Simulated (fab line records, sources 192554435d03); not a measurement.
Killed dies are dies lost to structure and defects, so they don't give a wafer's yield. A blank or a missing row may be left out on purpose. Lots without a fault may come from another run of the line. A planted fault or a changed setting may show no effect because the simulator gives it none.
fab line records | flow n5_finfet
record lots=5 wafers=15 last_day=19
route steps=1938 shown BEOL_M11@1552
lots that met no fault: from a run of the same line without faults
start_h: hours from the record's first day to the start of the lot's first wafer shown | wait_h: hours since the lot's step before | " the same as in the row above | L1.1+2: a row that stands for several wafers | - no value, or no start given | * or withheld: withheld | < > ~ a bound
route shown NAME@n: a module of which the file shows steps, and the number in the route of the first | usual: mean/standard deviation of fault-free wafers | same: alike in all rows | chamber/n: place in a boat | sites: the reading at each site | _std_site: their standard deviation | _edge_site: outer sites' mean less inner sites' | radius_mm: how far each site lies from the wafer's centre | mask NAME#n: copy n | behind: the tool/chamber that last shaped the wafer | hold: why the lot was held/for how many hours/how that ended | device: the transistor (n, p or np) that didn't switch | end of line: the same wafers' tests at the end of the route | a step without rows: its recipe alone | killed: dies lost to structure and defects at the first sort, not the wafer's yield | map: a wafer's dies, x killed, . not, _ none there
set.NAME: the setting as run; set.NAME@STEP: as run at that earlier step | model.NAME: the simulator's own value behind a step, which no gauge read
lots at some steps of the route; a table a step, a row a wafer
services: from which hour (start_h, from the record's first day; less than 0 if before it) a tool's chamber was out of use, for how many hours, and why
## steps
# step N5_BEOL_M11_DESCUM_16
# recipe chemistry=O2 time_s=7.9 source_power_w=50 bias_power_w=20 pressure_mtorr=20 rf_frequency_hz=2.712e+07 temp_c=40 resist=CAR-ArF o2_flow_sccm=225
# usual drypump_motor_current_A=5.8/0.36 oes_product_au=0.81/0.089 rf_vpp_V=243.4/1.3 showerhead_plenum_p_Torr=2.11/0.064 throttle_valve_pct=20.43/0.16
# columns lot.wafer tool chamber start_h wait_h drypump_motor_current_A oes_product_au rf_hours_counter_h rf_vpp_V showerhead_plenum_p_Torr throttle_valve_pct
L078.2 rie_diel-05 2 287.89 0.2 5.0 0.72 207 240.3 1.99 20.40
L078.4 " 3 " " 5.7 0.94 8 244.7 2.14 20.36
L078.5 " 3 " " 5.8 0.94 - 242.9 2.14 20.36
L087.2 rie_diel-01 0 332.83 0.0 6.3 0.80 101 244.4 2.10 20.61
L087.3 " 1 " " 5.8 0.87 35 244.7 2.15 20.56
L087.6 " 0 " " 6.3 0.79 - 243.4 2.09 20.60
L086.2 rie_diel-01 1 336.28 0.0 5.8 0.86 36 242.7 2.15 20.57
L086.3 " 2 " " 5.8 0.91 49 245.3 2.21 20.30
L086.6 " 3 " " 5.8 0.79 - 242.3 2.10 20.46
L089.1 rie_diel-02 2 367.43 0.4 6.1 0.92 10 242.3 2.05 20.01
L089.4 " 3 " " 6.3 0.83 84 244.8 2.21 20.50
L089.6 " 3 " " 6.2 0.83 - 244.9 2.21 20.49
L096.1 rie_diel-02 2 402.58 0.5 6.2 0.89 21 242.9 2.04 20.04
L096.2 " 0 " " 5.5 0.70 231 243.6 2.14 20.94
L096.6 " 2 " " 6.2 0.90 - 242.3 2.04 20.02
# step N5_BEOL_M11_ETCH_61
# recipe chemistry=CF4 target=SiARC target_depth_a=390 mask_material=CAR-ArF time_s=65 ion_energy_ev=80 pressure_mtorr=40 source_w=545 bias_w=36 Ar_flow_sccm=100 cf4_flow_sccm=100 ends=cleared
# usual drypump_motor_current_A=5.8/0.36 etch_rf_on_time_s=65.0/1.2 oes_product_au=0.70/0.075 rf_vpp_V=184.3/1.2 showerhead_plenum_p_Torr=2.17/0.059 throttle_valve_pct=15.64/0.19
# columns lot.wafer tool chamber start_h wait_h drypump_motor_current_A etch_rf_on_time_s oes_product_au rf_hours_counter_h rf_vpp_V showerhead_plenum_p_Torr throttle_valve_pct
L078.2 rie_diel-05 2 287.93 0.0 5.0 63.8 0.61 207 182.5 2.05 15.63
L078.4 " 3 " " 5.7 64.5 0.81 8 182.6 2.19 15.45
L078.5 " 3 " " 5.8 64.2 0.80 - 184.4 2.19 15.45
L087.2 rie_diel-01 0 332.86 0.0 6.3 65.9 0.68 101 183.5 2.16 15.89
L087.3 " 1 " " 5.8 66.8 0.73 35 184.3 2.19 15.61
L087.6 " 0 " " 6.3 66.1 0.68 - 184.3 2.16 15.91
L086.2 rie_diel-01 1 336.31 0.0 5.8 65.9 0.74 36 184.1 2.19 15.62
L086.3 " 2 " " 5.9 63.0 0.77 49 186.2 2.25 15.47
L086.6 " 3 " " 5.8 65.1 0.69 - 184.7 2.16 15.73
L089.1 rie_diel-02 2 367.47 0.0 6.2 66.6 0.78 10 184.0 2.11 15.20
L089.4 " 3 " " 6.2 63.2 0.71 84 185.2 2.24 15.50
L089.6 " 3 " " 6.2 63.0 0.72 - 185.0 2.24 15.49
L096.1 rie_diel-02 2 402.61 0.0 6.2 67.5 0.75 21 181.9 2.10 15.23
L096.2 " 0 " " 5.5 67.7 0.59 231 184.9 2.19 16.14
L096.6 " 2 " " 6.2 66.9 0.76 - 184.8 2.10 15.23
# step N5_BEOL_M11_ETCH_62
# recipe chemistry=N2/H2 target=SOC target_depth_a=1100 overetch_a=220 mask_material=SiARC temp_c=40 time_s=165 ion_energy_ev=200 pressure_mtorr=30 source_w=840 bias_w=150 n2_flow_sccm=200 h2_flow_sccm=200
# usual drypump_motor_current_A=5.8/0.36 h2_flow_sccm=200.0/0.62 oes_product_au=0.69/0.072 rf_vpp_V=524.6/2.3 showerhead_plenum_p_Torr=2.57/0.079 throttle_valve_pct=17.80/0.21
# columns lot.wafer tool chamber start_h wait_h drypump_motor_current_A h2_flow_sccm oes_product_au rf_hours_counter_h rf_vpp_V showerhead_plenum_p_Torr throttle_valve_pct
L078.2 rie_diel-05 2 287.98 0.0 5.0 200.2 0.61 207 520.4 2.40 17.67
L078.4 " 3 " " 5.8 199.7 0.80 9 525.7 2.59 17.61
L078.5 " 3 " " 5.8 199.4 0.79 - 524.9 2.59 17.62
L087.2 rie_diel-01 0 332.91 0.0 6.3 199.3 0.67 101 523.8 2.58 18.17
L087.3 " 1 " " 5.8 200.2 0.74 35 526.0 2.61 17.90
L087.6 " 0 " " 6.4 200.1 0.68 - 525.0 2.58 18.17
L086.2 rie_diel-01 1 336.36 0.0 5.8 199.5 0.74 36 525.7 2.61 17.89
L086.3 " 2 " " 5.8 200.5 0.75 49 527.9 2.67 17.53
L086.6 " 3 " " 5.8 199.5 0.69 - 523.7 2.55 17.81
L089.1 rie_diel-02 2 367.52 0.0 6.2 200.5 0.79 10 521.8 2.51 17.47
L089.4 " 3 " " 6.2 200.3 0.70 84 526.6 2.68 17.85
L089.6 " 3 " " 6.3 199.9 0.70 - 526.4 2.68 17.83
L096.1 rie_diel-02 2 402.66 0.0 6.2 200.4 0.76 21 522.5 2.50 17.48
L096.2 " 0 " " 5.5 200.9 0.60 231 525.5 2.61 18.32
L096.6 " 2 " " 6.2 200.6 0.76 - 522.8 2.50 17.49
# step N5_BEOL_M11_STRIP_68
# recipe chemistry=N2/H2 temp_c=40 n2_flow_sccm=200 h2_flow_sccm=200 rf_frequency_hz=6e+07
# columns lot.wafer tool chamber start_h wait_h
L078.2+4+5 rie_diel-05 2,3,3 288.11 0.1
L087.2+3+6 rie_diel-01 0,1,0 333.05 0.1
L086.2+3+6 rie_diel-01 1,2,3 336.50 0.1
L089.1+4+6 rie_diel-02 2,3,3 367.65 0.1
L096.1+2+6 rie_diel-02 2,0,2 402.80 0.1
# step N5_BEOL_M11_STRIP_67
# recipe chemistry=CF4 resist=SiARC power_w=300 bias_power_w=75 pressure_mtorr=50 cf4_flow_sccm=150 rf_frequency_hz=6e+07
# usual drypump_motor_current_A=5.8/0.36 oes_product_au=0.81/0.085 rf_vpp_V=271.5/1.3 showerhead_plenum_p_Torr=1.82/0.051 throttle_valve_pct=13.61/0.2
# columns lot.wafer tool chamber start_h wait_h drypump_motor_current_A oes_product_au rf_hours_counter_h rf_vpp_V showerhead_plenum_p_Torr throttle_valve_pct
L078.2 rie_diel-05 2 288.12 0.0 5.0 0.72 207 267.8 1.71 13.59
L078.4 " 3 " " 5.7 0.94 9 271.0 1.84 13.42
L078.5 " 3 " " 5.7 0.94 - 271.2 1.84 13.40
L087.2 rie_diel-01 0 333.06 0.0 6.3 0.80 101 271.3 1.81 13.83
L087.3 " 1 " " 5.8 0.87 35 273.2 1.83 13.53
L087.6 " 0 " " 6.3 0.80 - 271.8 1.81 13.82
L086.2 rie_diel-01 1 336.51 0.0 5.8 0.87 36 272.0 1.83 13.54
L086.3 " 2 " " 5.8 0.89 49 273.2 1.89 13.45
L086.6 " 3 " " 5.8 0.81 - 272.1 1.81 13.71
L089.1 rie_diel-02 2 367.66 0.0 6.2 0.93 10 270.7 1.78 13.18
L089.4 " 3 " " 6.3 0.82 84 272.0 1.88 13.48
L089.6 " 3 " " 6.2 0.82 - 273.0 1.88 13.47
L096.1 rie_diel-02 2 402.81 0.0 6.2 0.90 22 271.1 1.77 13.23
L096.2 " 0 " " 5.5 0.71 232 272.3 1.85 14.16
L096.6 " 2 " " 6.2 0.90 - 270.6 1.77 13.21
# step N5_BEOL_M11_HM_OPEN_17
# recipe chemistry=Cl2/BCl3 target_depth_a=200 overetch_a=60 target=TiN mask_material=SOC ion_energy_ev=150 pressure_mtorr=10 icp_w=1000 bias_w=126 Cl2_flow_sccm=53.25 bcl3_flow_sccm=21.75 Ar_flow_sccm=25
# usual drypump_motor_current_A=5.7/0.64 mfc_cl2_sccm=53.25/0.16 oes_ar_750_au=0.79/0.09 oes_product_au=0.68/0.086 throttle_valve_pct=22.17/0.22
# columns lot.wafer tool chamber start_h wait_h drypump_motor_current_A mfc_cl2_sccm oes_ar_750_au oes_product_au rf_hours_counter_h throttle_valve_pct
L078.2 rie_metal-02 1 288.16 0.0 5.9 53.31 0.61 0.55 111 22.31
L078.4 " 0 " " 5.6 53.19 0.80 0.70 - 21.85
L078.5 " 0 " " 5.7 53.13 0.82 0.71 - 21.84
L087.2 rie_metal-03 0 333.10 0.0 5.3 53.24 0.88 0.77 8 22.19
L087.3 " 0 " " 5.3 53.16 0.88 0.77 - 22.19
L087.6 " 0 " " 5.3 53.28 0.87 0.77 - 22.20
L086.2 rie_metal-01 1 336.55 0.0 5.1 52.89 0.92 0.78 3 21.99
L086.3 " 0 " " 6.7 53.35 0.75 0.63 - 22.46
L086.6 " 0 " " 6.7 53.45 0.74 0.63 - 22.46
L089.1 rie_metal-03 1 367.70 0.0 5.1 53.38 0.74 0.63 66 22.00
L089.4 " 1 " " 5.1 53.61 0.74 0.62 - 22.00
L089.6 " 0 " " 5.3 53.28 0.85 0.77 - 22.18
L096.1 rie_metal-01 0 402.86 0.0 6.7 53.29 0.74 0.61 65 22.49
L096.2 " 1 " " 5.1 53.54 0.88 0.74 8 22.01
L096.6 " 0 " " 6.7 53.29 0.74 0.62 - 22.49
# step N5_BEOL_M11_STRIP_19
# recipe chemistry=O2 power_w=400 temp_c=40 pressure_mtorr=30 rf_frequency_hz=6e+07 bias_power_w=0 overash_fraction=0.2 o2_flow_sccm=225
# usual drypump_motor_current_A=5.8/0.33 oes_product_au=0.82/0.085 rf_vpp_V=3.6/0.58 showerhead_plenum_p_Torr=2.13/0.06 throttle_valve_pct=16.67/0.23
# columns lot.wafer tool chamber start_h wait_h drypump_motor_current_A oes_product_au rf_hours_counter_h rf_vpp_V showerhead_plenum_p_Torr throttle_valve_pct
L078.2 rie_diel-01 3 288.49 0.3 5.8 0.81 90 3.7 2.11 16.69
L078.4 " 0 " " 6.3 0.81 91 3.1 2.10 16.84
L078.5 " 3 " " 5.8 0.81 - 3.9 2.11 16.70
L087.2 rie_diel-01 2 333.21 0.1 5.8 0.90 48 2.9 2.22 16.55
L087.3 " 1 " " 5.8 0.86 35 4.2 2.15 16.74
L087.6 " 1 " " 5.8 0.86 - 4.5 2.15 16.75
L086.2 rie_diel-05 1 336.76 0.2 6.0 0.71 186 4.2 2.07 16.75
L086.3 " 0 " " 6.1 0.99 2 2.5 2.15 16.44
L086.6 " 0 " " 6.1 0.99 - 4.1 2.14 16.46
L089.1 rie_diel-02 2 367.95 0.2 6.2 0.92 10 3.6 2.05 16.23
L089.4 " 3 " " 6.2 0.82 84 3.7 2.22 16.67
L089.6 " 2 " " 6.2 0.92 - 3.7 2.05 16.22
L096.1 rie_diel-05 2 402.97 0.1 5.0 0.69 243 5.1 1.99 16.73
L096.2 " 3 " " 5.8 0.87 46 2.9 2.13 16.62
L096.6 " 3 " " 5.8 0.86 - 3.1 2.13 16.62
# step N5_BEOL_M11_CD_MEAS_18
# recipe pitch_nm=140 target_cd_nm=70
# usual cd_nm=69.9/0.73
# columns lot.wafer tool chamber start_h wait_h cd_nm
L078.2 cd_sem-02 - 288.57 0.1 69.5
L078.4 " - " " 69.5
L078.5 " - " " 69.4
L087.2 cd_sem-02 - 333.28 0.1 70.4
L087.3 " - " " 69.7
L087.6 " - " " 69.2
L086.2 cd_sem-02 - 336.83 0.1 70.4
L086.3 " - " " 70.5
L086.6 " - " " 69.9
L089.1 cd_sem-03 - 368.02 0.0 69.0
L089.4 " - " " 69.6
L089.6 " - " " 69.7
L096.1 cd_sem-03 - 403.04 0.0 69.8
L096.2 " - " " 69.5
L096.6 " - " " 69.5
# step N5_BEOL_M11_COAT_63
# recipe resist=SOC temp_c=250 time_s=60 spin_rpm=1500 resist_thk_nm=100
# columns lot.wafer tool chamber start_h wait_h
L078.2+4+5 litho_track-02 0 289.58 1.0
L087.2+3+6 litho_track-01 0 334.79 1.5
L086.2+3+6 litho_track-05 0 336.93 0.1
L089.1+4+6 litho_track-01 0 369.06 1.0
L096.1+2+6 litho_track-02 0 404.94 1.9
# step N5_BEOL_M11_COAT_64
# recipe resist=SiARC temp_c=220 time_s=60 spin_rpm=1500 resist_thk_nm=30
# columns lot.wafer tool chamber start_h wait_h
L078.2+4+5 litho_track-02 0 - -
L087.2+3+6 litho_track-01 0 - -
L086.2+3+6 litho_track-05 0 - -
L089.1+4+6 litho_track-01 0 - -
L096.1+2+6 litho_track-02 0 - -
# step N5_BEOL_M11_COAT_22
# recipe resist=CAR-ArF spin_rpm=1500 resist_thk_nm=90
# columns lot.wafer tool chamber start_h wait_h
L078.2+4+5 litho_track-02 0 - -
L087.2+3+6 litho_track-01 0 - -
L086.2+3+6 litho_track-05 0 - -
L089.1+4+6 litho_track-01 0 - -
L096.1+2+6 litho_track-02 0 - -
# step N5_BEOL_M11_EBR_24
# recipe solvent=PGMEA ebr_width_mm=1.5
# same ebr_width_mm=1.5
# columns lot.wafer tool chamber start_h wait_h
L078.2+4+5 litho_track-02 0 - -
L087.2+3+6 litho_track-01 0 - -
L086.2+3+6 litho_track-05 0 - -
L089.1+4+6 litho_track-01 0 - -
L096.1+2+6 litho_track-02 0 - -
# step N5_BEOL_M11_SOFTBAKE_23
# recipe temp_c=110 time_s=60 resist=CAR-ArF
# columns lot.wafer tool chamber start_h wait_h
L078.2+4+5 litho_track-02 0 - -
L087.2+3+6 litho_track-01 0 - -
L086.2+3+6 litho_track-05 0 - -
L089.1+4+6 litho_track-01 0 - -
L096.1+2+6 litho_track-02 0 - -
# step N5_BEOL_M11_EXPOSE_25
# recipe mask_id=V10 na=1.35 source_shape=annular sigma_inner=0.5 sigma_outer=0.8 polarization=unpolarized dose_mj=85.5
# same na=1.35
# columns lot.wafer tool chamber start_h wait_h mask
L078.2+4+5 arfi_scanner-01 0 289.83 - V10#0
L087.2+3+6 arfi_scanner-01 0 335.04 - V10#0
L086.2+3+6 arfi_scanner-02 0 337.18 - V10#0
L089.1+4+6 arfi_scanner-03 0 369.18 - V10#0
L096.1+2+6 arfi_scanner-03 0 405.22 - V10#0
# step N5_BEOL_M11_PEB_26
# recipe peb_temp_c=withheld peb_time_s=60 resist=CAR-ArF
# columns lot.wafer tool chamber start_h wait_h
L078.2+4+5 litho_track-02 0 289.89 0.1
L087.2+3+6 litho_track-02 0 335.10 0.1
L086.2+3+6 litho_track-05 0 337.23 0.1
L089.1+4+6 litho_track-02 0 369.25 0.1
L096.1+2+6 litho_track-02 0 405.29 0.1
# step N5_BEOL_M11_DEVELOP_27
# recipe develop_time_s=30 developer=TMAH resist=CAR-ArF rinse_liquid=diw dry=air_spin dev_temp_c=23
# columns lot.wafer tool chamber start_h wait_h
L078.2+4+5 litho_track-02 0 - -
L087.2+3+6 litho_track-02 0 - -
L086.2+3+6 litho_track-05 0 - -
L089.1+4+6 litho_track-02 0 - -
L096.1+2+6 litho_track-02 0 - -
# step N5_BEOL_M11_CD_MEAS_28
# recipe target_cd_nm=70 landing_energy_ev=500 detector=se_inlens polarity=opening
# usual cd_nm=70.0/0.82
# columns lot.wafer tool chamber start_h wait_h cd_nm
L078.2 cd_sem-03 0 289.95 - 72.5
L078.4 " 0 " " 71.4
L078.5 " 0 " " 72.5
L087.2 cd_sem-02 0 335.17 - 70.2
L087.3 " 0 " " 69.1
L087.6 " 0 " " 70.7
L086.2 cd_sem-02 0 337.30 - 70.7
L086.3 " 0 " " 69.1
L086.6 " 0 " " 70.3
L089.1 cd_sem-01 0 369.31 - 70.3
L089.4 " 0 " " 71.5
L089.6 " 0 " " 70.4
L096.1 cd_sem-01 0 405.35 - 70.4
L096.2 " 0 " " 70.7
L096.6 " 0 " " 70.3
# step N5_BEOL_M11_OVL_MEAS_29
# recipe points_per_wafer=44
# usual V10_OVL=0.3/0.62
# columns lot.wafer tool chamber start_h wait_h V10_OVL[nm]
L078.2 overlay-02 0 289.98 0.0 1.2
L078.4 " 0 " " 0.5
L078.5 " 0 " " -0.1
L087.2 overlay-02 0 335.20 0.0 1.1
L087.3 " 0 " " 0.9
L087.6 " 0 " " 0.4
L086.2 overlay-01 0 337.33 0.0 0.4
L086.3 " 0 " " 0.8
L086.6 " 0 " " 0.9
L089.1 overlay-02 0 369.34 0.0 -0.3
L089.4 " 0 " " 0.4
L089.6 " 0 " " 0.2
L096.1 overlay-01 0 405.38 0.0 1.2
L096.2 " 0 " " 1.7
L096.6 " 0 " " 0.9
# step N5_BEOL_M11_INSPECT_30
# recipe mode=adi inspect_instrument=brightfield
# usual raw_defect_count=431/100
# columns lot.wafer tool chamber start_h wait_h raw_defect_count
L078.2 defect_inspect-02 - 290.01 0.0 520
L078.4 " - " " 411
L078.5 " - " " 445
L087.2 defect_inspect-01 - 335.22 0.0 353
L087.3 " - " " 342
L087.6 " - " " 357
L086.2 defect_inspect-02 - 337.35 0.0 407
L086.3 " - " " 366
L086.6 " - " " 261
L089.1 defect_inspect-01 - 369.37 0.0 217
L089.4 " - " " 426
L089.6 " - " " 307
L096.1 defect_inspect-01 - 405.41 0.0 326
L096.2 " - " " 391
L096.6 " - " " 352
# step N5_BEOL_M11_DESCUM_33
# recipe chemistry=O2 time_s=7.9 source_power_w=50 bias_power_w=20 pressure_mtorr=20 rf_frequency_hz=2.712e+07 temp_c=40 resist=CAR-ArF o2_flow_sccm=225
# usual drypump_motor_current_A=5.9/0.35 oes_product_au=0.81/0.087 rf_vpp_V=243.7/1.1 showerhead_plenum_p_Torr=2.12/0.06 throttle_valve_pct=20.44/0.21
# columns lot.wafer tool chamber start_h wait_h drypump_motor_current_A oes_product_au rf_hours_counter_h rf_vpp_V showerhead_plenum_p_Torr throttle_valve_pct
L078.2 rie_diel-02 2 290.04 0.0 6.2 0.67 245 242.3 2.05 20.34
L078.4 " 0 " " 5.5 0.73 195 243.9 2.15 20.89
L078.5 " 1 " " 5.7 0.88 - 243.8 2.11 20.14
L087.2 rie_diel-02 0 335.34 0.1 5.4 0.73 210 245.4 2.15 20.91
L087.3 " 1 " " 5.7 0.85 51 244.3 2.11 20.15
L087.6 " 1 " " 5.7 0.86 - 243.3 2.11 20.14
L086.2 rie_diel-05 3 337.61 0.3 5.8 0.89 25 244.0 2.14 20.40
L086.3 " 1 " " 6.0 0.71 186 242.6 2.07 20.44
L086.6 " 2 " " 5.0 0.71 - 242.4 1.99 20.42
L089.1 rie_diel-05 0 369.40 0.0 6.1 0.95 12 242.7 2.14 20.26
L089.4 " 3 " " 5.8 0.89 35 244.3 2.13 20.40
L089.6 " 2 " " 5.0 0.70 - 241.5 1.99 20.44
L096.1 rie_diel-02 0 405.44 0.0 5.4 0.71 232 244.3 2.14 20.94
L096.2 " 3 " " 6.3 0.82 94 245.1 2.21 20.50
L096.6 " 1 " " 5.7 0.83 - 243.5 2.10 20.21
# step N5_BEOL_M11_ETCH_65
# recipe chemistry=CF4 target=SiARC target_depth_a=390 mask_material=CAR-ArF time_s=65 ion_energy_ev=80 pressure_mtorr=40 source_w=545 bias_w=36 Ar_flow_sccm=100 cf4_flow_sccm=100 ends=cleared
# usual drypump_motor_current_A=5.9/0.35 etch_rf_on_time_s=65.0/1.1 oes_product_au=0.69/0.074 rf_vpp_V=184.4/1.1 showerhead_plenum_p_Torr=2.17/0.054 throttle_valve_pct=15.65/0.23
# columns lot.wafer tool chamber start_h wait_h drypump_motor_current_A etch_rf_on_time_s oes_product_au rf_hours_counter_h rf_vpp_V showerhead_plenum_p_Torr throttle_valve_pct
L078.2 rie_diel-02 2 290.07 0.0 6.2 66.2 0.57 245 182.7 2.11 15.67
L078.4 " 0 " " 5.5 66.9 0.61 195 185.8 2.21 16.10
L078.5 " 1 " " 5.7 64.7 0.74 - 184.1 2.19 15.42
L087.2 rie_diel-02 0 335.38 0.0 5.5 66.2 0.61 210 184.1 2.20 16.11
L087.3 " 1 " " 5.7 65.4 0.72 51 184.8 2.19 15.44
L087.6 " 1 " " 5.7 64.8 0.73 - 183.8 2.19 15.45
L086.2 rie_diel-05 3 337.64 0.0 5.7 63.1 0.77 25 185.0 2.18 15.51
L086.3 " 1 " " 6.0 64.9 0.61 186 182.9 2.12 15.73
L086.6 " 2 " " 5.0 63.5 0.61 - 181.7 2.04 15.64
L089.1 rie_diel-05 0 369.44 0.0 6.1 66.3 0.80 12 182.5 2.20 15.48
L089.4 " 3 " " 5.8 64.9 0.74 35 182.5 2.18 15.52
L089.6 " 2 " " 5.1 64.7 0.60 - 182.4 2.04 15.67
L096.1 rie_diel-02 0 405.48 0.0 5.5 66.6 0.60 232 184.7 2.19 16.15
L096.2 " 3 " " 6.3 63.1 0.71 94 185.9 2.23 15.52
L096.6 " 1 " " 5.7 64.4 0.71 - 184.5 2.18 15.50
# step N5_BEOL_M11_ETCH_66
# recipe chemistry=N2/H2 target=SOC target_depth_a=1200 overetch_a=240 mask_material=SiARC temp_c=40 time_s=180 ion_energy_ev=200 pressure_mtorr=30 source_w=840 bias_w=150 n2_flow_sccm=200 h2_flow_sccm=200
# usual drypump_motor_current_A=5.9/0.35 h2_flow_sccm=200.0/0.57 oes_product_au=0.66/0.067 rf_vpp_V=524.8/2.1 showerhead_plenum_p_Torr=2.57/0.072 throttle_valve_pct=17.83/0.24
# columns lot.wafer tool chamber start_h wait_h drypump_motor_current_A h2_flow_sccm oes_product_au rf_hours_counter_h rf_vpp_V showerhead_plenum_p_Torr throttle_valve_pct
L078.2 rie_diel-02 2 290.12 0.0 6.2 199.9 0.54 245 524.0 2.51 17.86
L078.4 " 0 " " 5.4 199.3 0.59 196 526.7 2.63 18.28
L078.5 " 1 " " 5.7 200.4 0.70 - 524.8 2.59 17.60
L087.2 rie_diel-02 0 335.43 0.0 5.5 199.3 0.58 210 527.9 2.62 18.30
L087.3 " 1 " " 5.7 200.8 0.68 51 524.6 2.58 17.62
L087.6 " 1 " " 5.7 200.1 0.68 - 525.2 2.58 17.64
L086.2 rie_diel-05 3 337.69 0.0 5.8 200.3 0.73 25 525.5 2.58 17.64
L086.3 " 1 " " 6.0 199.3 0.59 186 526.0 2.51 17.81
L086.6 " 2 " " 5.0 200.1 0.57 - 520.3 2.39 17.70
L089.1 rie_diel-05 0 369.49 0.0 6.1 199.5 0.76 12 526.5 2.60 17.72
L089.4 " 3 " " 5.8 199.9 0.71 35 524.3 2.58 17.65
L089.6 " 2 " " 5.1 200.6 0.57 - 519.6 2.39 17.70
L096.1 rie_diel-02 0 405.53 0.0 5.5 200.6 0.58 232 525.4 2.61 18.34
L096.2 " 3 " " 6.3 199.7 0.65 94 525.1 2.67 17.86
L096.6 " 1 " " 5.7 199.9 0.67 - 526.1 2.57 17.66
# step N5_BEOL_M11_STRIP_69
# recipe chemistry=N2/H2 temp_c=40 n2_flow_sccm=200 h2_flow_sccm=200 rf_frequency_hz=6e+07
# columns lot.wafer tool chamber start_h wait_h
L078.2+4+5 rie_diel-02 2,0,1 290.24 0.1
L087.2+3+6 rie_diel-02 0,1,1 335.54 0.1
L086.2+3+6 rie_diel-05 3,1,2 337.81 0.1
L089.1+4+6 rie_diel-05 0,3,2 369.60 0.1
L096.1+2+6 rie_diel-02 0,3,1 405.64 0.1
# step N5_BEOL_M11_VIA_ETCH_34
# recipe chemistry=C4F6/O2 target=SiCOH_lowk target_depth_a=1845 mask_material=SOC taper_deg=4 time_s=69.2 ion_energy_ev=250 pressure_mtorr=30 source_w=345 bias_w=185 Ar_flow_sccm=300 C4F6_flow_sccm=10 O2_flow_sccm=10
# usual C4F6_flow_sccm=10.01/0.031 drypump_motor_current_A=5.9/0.35 oes_ar_750_au=0.81/0.083 oes_product_au=0.81/0.087 rf_vpp_V=669/13 showerhead_plenum_p_Torr=2.88/0.071 throttle_valve_pct=20.95/0.21
# columns lot.wafer tool chamber start_h wait_h C4F6_flow_sccm drypump_motor_current_A oes_ar_750_au oes_product_au rf_hours_counter_h rf_vpp_V showerhead_plenum_p_Torr throttle_valve_pct
L078.2 rie_diel-02 2 290.25 0.0 10.00 6.2 0.66 0.66 245 669 2.79 20.78
L078.4 " 0 " " 9.95 5.5 0.72 0.72 196 673 2.92 21.30
L078.5 " 1 " " 10.05 5.7 0.86 0.86 - 675 2.92 20.83
L087.2 rie_diel-02 0 335.55 0.0 10.02 5.4 0.71 0.71 210 670 2.91 21.34
L087.3 " 1 " " 9.97 5.7 0.84 0.85 52 675 2.91 20.85
L087.6 " 1 " " 10.01 5.7 0.85 0.85 - 674 2.91 20.84
L086.2 rie_diel-05 3 337.82 0.0 9.99 5.8 0.89 0.88 26 675 2.89 20.78
L086.3 " 1 " " 10.04 6.0 0.72 0.71 187 685 2.81 20.92
L086.6 " 2 " " 9.97 5.0 0.72 0.71 - 664 2.72 20.92
L089.1 rie_diel-05 0 369.61 0.0 9.98 6.1 0.94 0.94 12 668 2.91 20.79
L089.4 " 3 " " 9.97 5.8 0.88 0.88 35 675 2.89 20.80
L089.6 " 2 " " 9.99 5.0 0.71 0.70 - 666 2.72 20.95
L096.1 rie_diel-02 0 405.65 0.0 10.03 5.5 0.70 0.68 233 671 2.90 21.36
L096.2 " 3 " " 9.98 6.3 0.81 0.82 95 652 2.97 20.83
L096.6 " 1 " " 10.00 5.7 0.82 0.82 - 675 2.90 20.88
# step N5_BEOL_M11_STRIP_73
# recipe chemistry=C4F6/O2 resist=SiARC rf_frequency_hz=6e+07
# columns lot.wafer tool chamber start_h wait_h
L078.2+4+5 rie_diel-02 2,0,1 290.30 0.0
L087.2+3+6 rie_diel-02 0,1,1 335.61 0.0
L086.2+3+6 rie_diel-05 3,1,2 337.87 0.0
L089.1+4+6 rie_diel-05 0,3,2 369.66 0.0
L096.1+2+6 rie_diel-02 0,3,1 405.70 0.0
# step N5_BEOL_M11_STRIP_36
# recipe chemistry=N2/H2 power_w=450 temp_c=40 pressure_mtorr=20 rf_frequency_hz=6e+07 overash_fraction=0.3 bias_power_w=7 h2_frac=0.5 n2_flow_sccm=200 h2_flow_sccm=200
# usual drypump_motor_current_A=5.9/0.35 h2_flow_sccm=200.0/0.62 oes_product_au=0.81/0.086 rf_vpp_V=59.3/1.8 showerhead_plenum_p_Torr=2.57/0.072 throttle_valve_pct=23.64/0.26
# columns lot.wafer tool chamber start_h wait_h drypump_motor_current_A h2_flow_sccm oes_product_au rf_hours_counter_h rf_vpp_V showerhead_plenum_p_Torr throttle_valve_pct
L078.2 rie_diel-02 2 290.31 0.0 6.2 200.3 0.66 245 59.3 2.51 23.62
L078.4 " 0 " " 5.5 200.8 0.71 196 59.1 2.62 24.06
L078.5 " 1 " " 5.7 199.5 0.88 - 58.9 2.58 23.52
L087.2 rie_diel-02 0 335.62 0.0 5.4 200.2 0.74 210 60.5 2.62 24.12
L087.3 " 1 " " 5.7 200.1 0.86 52 58.7 2.58 23.55
L087.6 " 1 " " 5.7 199.9 0.84 - 57.2 2.57 23.53
L086.2 rie_diel-05 3 337.88 0.0 5.8 199.1 0.89 26 60.6 2.58 23.45
L086.3 " 1 " " 6.0 199.3 0.72 187 58.8 2.51 23.52
L086.6 " 2 " " 5.1 199.9 0.70 - 58.6 2.39 23.41
L089.1 rie_diel-05 0 369.67 0.0 6.1 199.7 0.94 12 61.5 2.59 23.66
L089.4 " 3 " " 5.8 200.7 0.87 35 61.7 2.57 23.47
L089.6 " 2 " " 5.0 198.9 0.70 - 55.1 2.39 23.40
L096.1 rie_diel-02 0 405.71 0.0 5.5 200.0 0.71 233 60.4 2.61 24.16
L096.2 " 3 " " 6.3 199.5 0.82 95 58.7 2.67 23.84
L096.6 " 1 " " 5.7 199.3 0.83 - 58.2 2.57 23.55
## services
# columns tool chamber start_h hours kind
rie_diel-02 - 263.90 1.7 repair
arfi_scanner-03 - 264.38 1.3 pm
rie_metal-03 - 264.87 4.7 repair
arfi_scanner-01 - 266.57 1.0 pm
arfi_scanner-01 - 273.11 3.9 pm
arfi_scanner-03 - 274.14 0.8 pm
arfi_scanner-01 - 300.90 4.9 pm
rie_metal-03 1 308.86 17.4 repair
rie_diel-01 0 309.55 5.6 repair
arfi_scanner-01 - 316.60 1.3 pm
arfi_scanner-03 - 318.35 30.0 repair
rie_diel-01 - 320.61 2.8 pm
arfi_scanner-01 - 326.32 0.8 pm
arfi_scanner-01 - 328.49 6.0 pm
arfi_scanner-01 - 339.15 0.4 repair
arfi_scanner-01 - 343.40 6.0 pm
arfi_scanner-02 - 350.43 1.0 pm
rie_diel-01 3 370.74 13.1 repair
arfi_scanner-03 - 374.01 12.3 repair
rie_diel-02 3 383.28 7.3 repair
arfi_scanner-03 - 386.31 1.0 pm
arfi_scanner-02 - 387.40 1.3 pm
arfi_scanner-03 - 389.88 1.3 pm
arfi_scanner-02 - 400.46 3.6 repair
## key
fault none
